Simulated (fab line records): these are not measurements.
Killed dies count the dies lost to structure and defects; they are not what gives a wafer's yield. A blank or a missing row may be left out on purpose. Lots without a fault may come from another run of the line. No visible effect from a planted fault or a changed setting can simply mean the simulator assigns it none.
fab line records	flow nandHarc
[record] lots = 12	wafers = 36	lastDay = 33
route steps=1302 shown A_STAIRCASE@682 END@1302
lots untouched by any fault: they come from a run of this same line in which no faults occurred
startH: start of the lot's first displayed wafer, in hours after the record's first day	waitH: time in hours since the lot's previous step	" same as the row above	L1.1+2: a single row standing in for several wafers	- no value, or no start given	* or withheld: withheld	< > ~ a bound
route shown NAME@n: a module of which the file shows steps, and the number in the route of the first	usual: mean/standard deviation of fault-free wafers	same: alike in all rows	chamber/n: place in a boat	sites: per-site readings	_std_site: how widely they spread, as a standard deviation	_edge_site: inner sites' mean taken away from outer sites' mean	radiusMm: how far each site lies from the wafer's centre	mask NAME#n: copy n	behind: the last tool/chamber to shape the wafer	hold: why the lot was held/for how many hours/how that ended	device: names the non-switching transistor (n, p or np)	end of line: tests run on the same wafers once the route is complete	where a step has no rows: the recipe by itself	killed: not the wafer's yield, but the dies lost to structure and defects at the first sort	map: a wafer's dies, x killed, . not, _ none there
set.NAME: the setting that was run; set.NAME@STEP: the one run at that earlier step	model.NAME: the simulator's own value behind a step, which no gauge read
one table for each step of the route and one row for each wafer, over a sample of lots
services: the hour from which a tool's chamber was out of use, counted from the record's first day as startH (under 0 if before that day), plus the number of hours and why
[[steps]]
[step NHARC_A_STAIRCASE_ETCH_25]
[recipe] targetDepthA = 1000	timeS = 40.5	ionEnergyEv = 400	c4f8FlowSccm = 20	o2FlowSccm = 10	arFlowSccm = withheld	rfW = 600	biasW = 1000	chemistry = C4F8/O2
[usual] oesProductAu = 0.947/0.012	rfFwdPowerW = 593.0/2.7	rfVppV = 897/5
lot.wafer	tool	chamber	startH	waitH	oesProductAu	rfFwdPowerW	rfHoursCounterH	rfVppV
L678.2	rieDiel-07	2	-	-	0.944	592.1	23	892
L678.6	"	3	"	"	0.943	586.6	-	904
L678.5	"	0	"	"	0.950	590.2	-	899
L681.4	rieDiel-07	2	-	-	0.933	593.8	38	891
L681.5	"	3	"	"	0.933	589.0	-	904
L681.6	"	0	"	"	0.945	593.4	-	898
L684.1	rieDiel-01	3	-	-	0.962	594.2	13	896
L684.3	"	0	"	"	0.969	589.4	12	892
L684.2	"	1	"	"	0.939	594.0	14	888
L688.4	rieDiel-01	2	-	-	0.944	591.1	22	895
L688.1	"	1	"	"	0.948	596.1	21	886
L688.6	"	3	"	"	0.967	594.3	-	895
L687.3	rieDiel-04	1	-	-	0.953	596.4	31	902
L687.2	"	0	"	"	0.937	593.9	28	902
L687.6	"	1	"	"	0.959	594.5	-	902
L686.2	rieDiel-04	1	-	-	0.953	594.9	32	901
L686.1	"	2	"	"	0.933	593.5	35	899
L686.5	"	0	"	"	0.948	592.3	-	904
L689.3	rieDiel-01	2	-	-	0.929	593.0	27	897
L689.4	"	1	"	"	0.941	596.8	26	887
L689.6	"	2	"	"	0.933	595.1	-	895
L690.4	rieDiel-01	3	-	-	0.944	593.6	38	896
L690.5	"	3	"	"	0.946	596.5	-	896
L690.6	"	0	"	"	0.977	590.3	-	892
L691.2	rieDiel-04	0	-	-	0.935	590.9	46	902
L691.1	"	2	"	"	0.937	596.2	51	896
L691.4	"	3	"	"	0.936	589.8	48	897
L692.4	rieDiel-01	3	-	-	0.947	594.0	43	895
L692.3	"	1	"	"	0.950	598.3	39	885
L692.5	"	2	"	"	0.938	594.1	-	896
L698.2	rieDiel-04	0	-	-	0.942	596.1	5	903
L698.1	"	2	"	"	0.926	597.2	14	896
L698.5	"	0	"	"	0.934	592.0	-	902
L699.2	rieDiel-04	1	-	-	0.943	593.7	18	902
L699.1	"	3	"	"	0.957	590.0	18	897
L699.6	"	1	"	"	0.941	593.5	-	902
[step NHARC_A_STAIRCASE_ETCH_188]
[recipe] targetDepthA = 1000	timeS = 40.5	ionEnergyEv = 400	c4f8FlowSccm = 20	o2FlowSccm = 10	arFlowSccm = withheld	rfW = 600	biasW = 1000	chemistry = C4F8/O2
[usual] oesProductAu = 0.942/0.014	rfFwdPowerW = 592.9/2.8	rfVppV = 897/5.4
lot.wafer	tool	chamber	startH	waitH	oesProductAu	rfFwdPowerW	rfHoursCounterH	rfVppV
L678.2	rieDiel-04	2	-	-	0.930	592.9	1	898
L678.6	"	0	"	"	0.963	593.5	-	905
L678.5	"	1	"	"	0.943	593.7	-	902
L681.4	rieDiel-01	0	-	-	0.942	592.0	8	893
L681.6	"	1	"	"	0.930	594.9	-	887
L681.5	"	2	"	"	0.927	593.4	-	895
L684.3	rieDiel-07	3	-	-	0.951	589.0	45	903
L684.1	"	0	"	"	0.973	590.7	40	899
L684.2	"	2	"	"	0.953	587.9	42	890
L688.4	rieDiel-04	3	-	-	0.940	589.5	31	899
L688.1	"	1	"	"	0.951	595.4	31	901
L688.6	"	2	"	"	0.939	595.6	-	898
L687.2	rieDiel-01	2	-	-	0.921	594.8	22	895
L687.3	"	0	"	"	0.929	589.5	20	891
L687.6	"	2	"	"	0.926	595.0	-	895
L686.1	rieDiel-07	3	-	-	0.923	587.4	56	904
L686.2	"	0	"	"	0.945	591.1	51	900
L686.5	"	1	"	"	0.941	594.6	-	904
L689.3	rieDiel-04	3	-	-	0.944	588.6	37	896
L689.4	"	0	"	"	0.956	597.4	35	903
L689.6	"	1	"	"	0.956	591.5	-	901
L690.4	rieDiel-04	1	-	-	0.957	594.9	43	901
L690.5	"	2	"	"	0.944	594.5	-	898
L690.6	"	3	"	"	0.960	589.5	-	899
L691.4	rieDiel-07	1	-	-	0.945	594.6	10	904
L691.1	"	2	"	"	0.971	592.2	10	890
L691.2	"	0	"	"	0.959	589.1	9	900
L692.3	rieDiel-01	3	-	-	0.938	594.8	43	895
L692.4	"	0	"	"	0.935	588.4	42	892
L692.5	"	1	"	"	0.931	594.5	-	886
L698.2	rieDiel-04	0	-	-	0.934	598.2	5	904
L698.1	"	1	"	"	0.913	596.8	18	901
L698.5	"	0	"	"	0.937	594.9	-	904
L699.1	rieDiel-01	1	-	-	0.935	594.7	9	905
L699.2	"	3	"	"	0.950	596.1	3	895
L699.6	"	1	"	"	0.924	592.7	-	906
[step NHARC_A_STAIRCASE_TRIM_198]
[recipe] timeS = 211.2	o2FlowSccm = 500	arFlowSccm = 0	biasW = 0	chemistry = O2
[usual] biasW = 0/0	chamberPressureMTorr = 60.00/0.06	drypumpMotorCurrentA = 5.7/0.33	o2FlowSccm = 500.1/1.4	oesProductAu = 1.002/0.012	rfVppV = 57.9/0.87	showerheadPlenumPTorr = 3.57/0.14	throttleValvePct = 17.036/0.0075
lot.wafer	tool	chamber	startH	waitH	biasW	chamberPressureMTorr	drypumpMotorCurrentA	o2FlowSccm	oesProductAu	rfHoursCounterH	rfVppV	showerheadPlenumPTorr	throttleValvePct
L678.2	rieDiel-01	1	370.45	-	0	60.01	6.3	500.3	0.997	47	58.7	3.30	17.055
L678.6	"	3	"	"	0	59.95	6.3	499.2	0.997	-	56.8	3.53	17.058
L678.5	"	0	"	"	0	60.05	5.7	501.4	1.019	-	56.9	3.43	17.038
L681.4	rieDiel-01	0	420.18	-	0	59.94	5.7	500.6	1.016	8	57.8	3.42	17.029
L681.6	"	1	"	"	0	60.02	6.2	500.6	1.011	-	56.7	3.29	17.025
L681.5	"	2	"	"	0	60.05	5.7	500.2	1.002	-	56.9	3.53	17.020
L684.1	rieDiel-01	1	443.79	-	0	60.08	6.2	500.9	1.006	16	58.2	3.29	17.041
L684.3	"	2	"	"	0	59.94	5.7	504.2	1.017	17	57.8	3.53	17.022
L684.2	"	0	"	"	0	60.02	5.8	500.4	1.016	13	56.6	3.42	17.045
L688.4	rieDiel-07	0	467.03	-	0	60.03	5.2	497.2	1.016	50	58.1	3.62	17.030
L688.1	"	3	"	"	0	59.89	5.4	499.4	0.969	55	59.2	3.74	17.042
L688.6	"	1	"	"	0	59.88	5.9	502.7	1.008	-	57.1	3.75	17.044
L687.2	rieDiel-07	0	467.89	-	0	59.95	5.2	501.2	1.008	50	56.4	3.62	17.031
L687.3	"	2	"	"	0	60.03	5.2	500.6	1.012	51	57.3	3.39	17.039
L687.6	"	3	"	"	0	59.94	5.4	499.6	0.979	-	57.6	3.74	17.044
L686.1	rieDiel-04	3	472.12	-	0	59.98	5.6	500.5	0.995	34	58.3	3.57	17.051
L686.2	"	1	"	"	0	59.96	5.5	500.2	1.001	34	59.7	3.69	17.024
L686.5	"	3	"	"	0	60.02	5.6	500.2	0.990	-	58.4	3.57	17.050
L689.3	rieDiel-04	2	479.35	-	-	-	-	-	-	-	-	-	-
L689.4	"	0	"	"	-	-	-	-	-	-	-	-	-
L689.6	"	2	"	"	-	-	-	-	-	-	-	-	-
L690.4	rieDiel-07	2	501.67	-	-	-	-	-	-	-	-	-	-
L690.6	"	3	"	"	-	-	-	-	-	-	-	-	-
L690.5	"	0	"	"	-	-	-	-	-	-	-	-	-
L691.4	rieDiel-07	3	515.94	-	-	-	-	-	-	-	-	-	-
L691.1	"	1	"	"	-	-	-	-	-	-	-	-	-
L691.2	"	2	"	"	-	-	-	-	-	-	-	-	-
L692.4	rieDiel-04	0	516.72	-	0	60.08	5.8	503.2	0.996	47	57.4	3.71	17.037
L692.3	"	1	"	"	0	59.92	5.5	499.5	1.015	49	58.6	3.68	17.033
L692.5	"	1	"	"	0	60.05	5.4	502.0	1.016	-	58.0	3.69	17.039
L698.2	rieDiel-01	1	585.04	-	0	59.98	6.3	501.3	0.987	9	59.0	3.80	17.038
L698.1	"	0	"	"	0	60.00	5.7	497.3	1.014	9	58.3	3.39	17.046
L698.5	"	0	"	"	0	59.99	5.7	497.6	1.025	-	57.7	3.39	17.047
L699.2	rieDiel-04	1	585.40	-	0	59.99	5.5	498.4	0.983	19	58.3	3.67	17.038
L699.1	"	2	"	"	0	59.98	5.7	499.7	0.988	16	58.0	3.54	17.039
L699.6	"	2	"	"	0	60.00	5.7	499.1	0.992	-	58.1	3.54	17.032
[step NHARC_A_STAIRCASE_ETCH_199]
[recipe] targetDepthA = 1000	timeS = 40.5	ionEnergyEv = 400	c4f8FlowSccm = 20	o2FlowSccm = 10	arFlowSccm = withheld	rfW = 600	biasW = 1000	chemistry = C4F8/O2
[usual] oesProductAu = 0.950/0.013	rfFwdPowerW = 593.0/2.7	rfVppV = 898/5.1
lot.wafer	tool	chamber	startH	waitH	oesProductAu	rfFwdPowerW	rfHoursCounterH	rfVppV
L678.2	rieDiel-01	0	-	-	0.978	590.5	53	893
L678.6	"	3	"	"	0.960	594.7	-	896
L678.5	"	0	"	"	0.966	592.7	-	893
L681.4	rieDiel-01	1	-	-	0.942	596.0	10	886
L681.5	"	3	"	"	0.959	595.3	-	897
L681.6	"	0	"	"	0.961	587.2	-	892
L684.3	rieDiel-01	0	-	-	0.960	586.8	13	892
L684.1	"	1	"	"	0.943	593.6	16	887
L684.2	"	2	"	"	0.941	591.5	17	895
L688.4	rieDiel-07	0	-	-	0.963	593.3	50	900
L688.1	"	1	"	"	0.957	596.3	47	904
L688.6	"	0	"	"	0.963	594.8	-	900
L687.3	rieDiel-07	1	-	-	0.968	596.7	48	903
L687.2	"	2	"	"	0.951	588.7	51	891
L687.6	"	0	"	"	0.957	592.4	-	899
L686.2	rieDiel-04	3	-	-	0.946	592.9	34	898
L686.1	"	0	"	"	0.945	594.4	32	903
L686.5	"	3	"	"	0.927	591.7	-	896
L689.3	rieDiel-04	1	-	-	0.950	593.1	37	903
L689.4	"	0	"	"	0.944	595.0	35	903
L689.6	"	2	"	"	0.935	595.6	-	897
L690.4	rieDiel-07	0	-	-	0.956	591.8	6	900
L690.6	"	3	"	"	0.942	589.8	-	904
L690.5	"	0	"	"	0.960	591.0	-	899
L691.4	rieDiel-07	2	-	-	0.953	591.1	10	892
L691.1	"	0	"	"	0.961	592.1	9	900
L691.2	"	1	"	"	0.961	594.9	10	903
L692.3	rieDiel-04	0	-	-	0.959	594.0	47	905
L692.4	"	1	"	"	0.969	590.4	49	904
L692.5	"	1	"	"	0.977	589.8	-	902
L698.1	rieDiel-01	0	-	-	0.954	592.3	9	890
L698.2	"	1	"	"	0.933	595.5	9	906
L698.5	"	0	"	"	0.952	593.3	-	891
L699.1	rieDiel-04	1	-	-	0.946	591.6	19	901
L699.2	"	0	"	"	0.952	594.1	7	903
L699.6	"	0	"	"	0.962	594.5	-	901
[step NHARC_END_SORT_01]
[recipe] tempC = 25
[usual] killedAtArray = 57/20	killedAtOther = 1.0/1.5	killedAtPeriphery = 3.5/2.5	killedDies = 62/21	killedOpen = 3.5/1.9	killedShort = 2.4/1.6
[same] grossDies = 677
lot.wafer	tool	chamber	startH	waitH	killedAtArray	killedAtOther	killedAtPeriphery	killedDies	killedOpen	killedShort
L689.3	prober-01	0	694.13	3.1	660	8	9	677	4	2
L689.4	prober-01	0	694.93	3.4	674	1	2	677	1	0
L689.6	prober-01	0	696.55	4.0	673	3	1	677	3	1
L690.4	prober-02	0	706.22	3.4	673	1	3	677	3	1
L690.5	prober-02	0	707.03	3.7	672	1	4	677	5	3
L690.6	prober-02	0	707.83	4.0	676	0	1	677	8	0
L691.1	prober-02	0	711.67	2.5	675	0	2	677	3	1
L691.2	prober-02	0	712.46	2.8	676	0	1	677	3	3
L691.4	prober-02	0	714.03	3.4	674	0	3	677	7	3
// killed by level:class
L689.3 A_STAIRCASE:areaTrim=590 A_SLIT:chamberFilmFlake=31 A_CHANNEL_HOLE_D2:chamberFilmFlake=23 A_CONTACT:chamberFilmFlake=7 THIN_TSV:chamberFilmFlake=7 P_GATE:chamberFilmFlake=4 A_CHANNEL_HOLE_D1:chamberFilmFlake=4 P_M1:chamberFilmFlake=3
L689.4 A_STAIRCASE:areaTrim=606 A_SLIT:chamberFilmFlake=26 A_CHANNEL_HOLE_D2:chamberFilmFlake=24 A_CHANNEL_HOLE_D1:chamberFilmFlake=11 A_STAIRCASE:chamberFilmFlake=3 A_CONTACT:chamberFilmFlake=2 A_M1:geometricParticle:open=1 P_GATE:chamberFilmFlake=1
L689.6 A_STAIRCASE:areaTrim=625 A_SLIT:chamberFilmFlake=28 A_CHANNEL_HOLE_D2:chamberFilmFlake=8 A_CHANNEL_HOLE_D1:chamberFilmFlake=4 A_CONTACT:chamberFilmFlake=2 THIN_TSV:chamberFilmFlake=2 A_DECK1_JOINT:geometricParticle:short=1 A_CHANNEL_FILL_D2:geometricParticle:open=1
L690.4 A_STAIRCASE:areaTrim=614 A_SLIT:chamberFilmFlake=25 A_CHANNEL_HOLE_D2:chamberFilmFlake=12 A_CHANNEL_HOLE_D1:chamberFilmFlake=9 A_CONTACT:chamberFilmFlake=6 A_STAIRCASE:chamberFilmFlake=3 P_M0:geometricParticle:open=1 A_SGD_CUT:geometricParticle:open=1
L690.5 A_STAIRCASE:areaTrim=601 A_SLIT:chamberFilmFlake=27 A_CHANNEL_HOLE_D2:chamberFilmFlake=14 A_CHANNEL_HOLE_D1:chamberFilmFlake=11 A_CONTACT:chamberFilmFlake=6 A_STAIRCASE:chamberFilmFlake=3 A_BONDPAD:chamberFilmFlake=3 P_STI:geometricParticle:open=2
L690.6 A_STAIRCASE:areaTrim=602 A_SLIT:chamberFilmFlake=28 A_CHANNEL_HOLE_D2:chamberFilmFlake=15 A_CONTACT:chamberFilmFlake=8 A_CHANNEL_HOLE_D1:chamberFilmFlake=7 A_STAIRCASE:chamberFilmFlake=3 A_CONTACT:geometricParticle:open=2 A_DECK1_JOINT:chamberFilmFlake=2
L691.1 A_STAIRCASE:areaTrim=616 A_SLIT:chamberFilmFlake=26 A_CHANNEL_HOLE_D2:chamberFilmFlake=20 A_CHANNEL_HOLE_D1:chamberFilmFlake=3 A_M0:geometricParticle:open=2 A_STAIRCASE:chamberFilmFlake=2 A_CONTACT:chamberFilmFlake=2 A_DECK1_JOINT:geometricParticle:open=1
L691.2 A_STAIRCASE:areaTrim=622 A_SLIT:chamberFilmFlake=27 A_CHANNEL_HOLE_D2:chamberFilmFlake=8 A_CHANNEL_HOLE_D1:chamberFilmFlake=7 A_STAIRCASE:chamberFilmFlake=3 A_SOURCE_PLATE:geometricParticle:short=2 A_M0:geometricParticle:open=2 A_CONTACT:chamberFilmFlake=2
L691.4 A_STAIRCASE:areaTrim=622 A_SLIT:chamberFilmFlake=25 A_CHANNEL_HOLE_D2:chamberFilmFlake=10 A_CHANNEL_HOLE_D1:chamberFilmFlake=3 A_DECK1_JOINT:chamberFilmFlake=2 A_SOURCE_PLATE:geometricParticle:short=1 A_ONON_D1:geometricParticle:open=1 A_CHANNEL_FILL_D1:geometricParticle:open=1
[[services]]
tool	chamber	startH	hours	kind
rieDiel-01	3	345.57	6.2	repair
rieDiel-04	-	354.90	9.0	pm
rieDiel-04	0	354.90	9.0	ventCycle
rieDiel-04	1	354.90	9.0	ventCycle
rieDiel-04	2	354.90	9.0	ventCycle
rieDiel-04	3	354.90	9.0	ventCycle
rieDiel-07	1	359.86	2.9	repair
rieDiel-04	0	363.90	-	clean
rieDiel-04	1	363.90	-	clean
rieDiel-04	2	363.90	-	clean
rieDiel-04	3	363.90	-	clean
rieDiel-04	3	363.90	-	consumableReplace:esc
rieDiel-01	1	366.50	3.8	repair
rieDiel-01	3	378.09	9.6	repair
rieDiel-01	-	380.80	9.0	pm
rieDiel-04	0	388.40	-	clean
rieDiel-07	0	393.62	9.9	repair
rieDiel-07	0	403.85	8.8	repair
rieDiel-04	-	532.93	9.0	pm
rieDiel-07	1	554.62	4.5	repair
rieDiel-07	0	555.62	7.3	repair
rieDiel-01	-	557.89	9.0	pm
rieDiel-01	2	581.64	14.5	repair
rieDiel-04	3	582.21	24.3	repair
[[key]]
[firstSign] step = NHARC_A_STAIRCASE_TRIM_198	reading = toolRecord	direction = missing
[effect] step = NHARC_END_SORT_01	reading = killedAtArray	direction = up	sigmas = 30	usual = 57	struck = 673
[moreKillsBornAt] NHARC_A_STAIRCASE_TRIM_198@rieDiel-07 = 3677	NHARC_A_STAIRCASE_TRIM_198@rieDiel-04 = 1821
metAt NHARC_A_STAIRCASE_TRIM_198
struckLots L689,L690,L691
laterRowsLeftOut L689.3,L689.4,L689.6,L690.4,L690.5,L690.6,L691.1,L691.2,L691.4
testerLeftOut L689,L690,L691
notActingAt NHARC_A_STAIRCASE_ETCH_25,NHARC_A_STAIRCASE_ETCH_188,NHARC_A_STAIRCASE_ETCH_199
onsetBetween 472.12 479.35
[fault] kind = skippedStepWhole	tool = rieDiel-04,rieDiel-07	chamber = -	onsetH = 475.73	steps = NHARC_A_STAIRCASE_TRIM_198	scope = struckLotsOnly
// testerLeftOut: of these lots the tester's yield and bins aren't shown, on N5 and GAA mostly nor the transistor test; their killed dies are dies lost to structure and defects alone, not to doping, threshold or leakage, so they don't give the yield
// laterRowsLeftOut: the simulator's readings of these wafers behind a module that went badly wrong aren't trusted and aren't shown, but for the sort
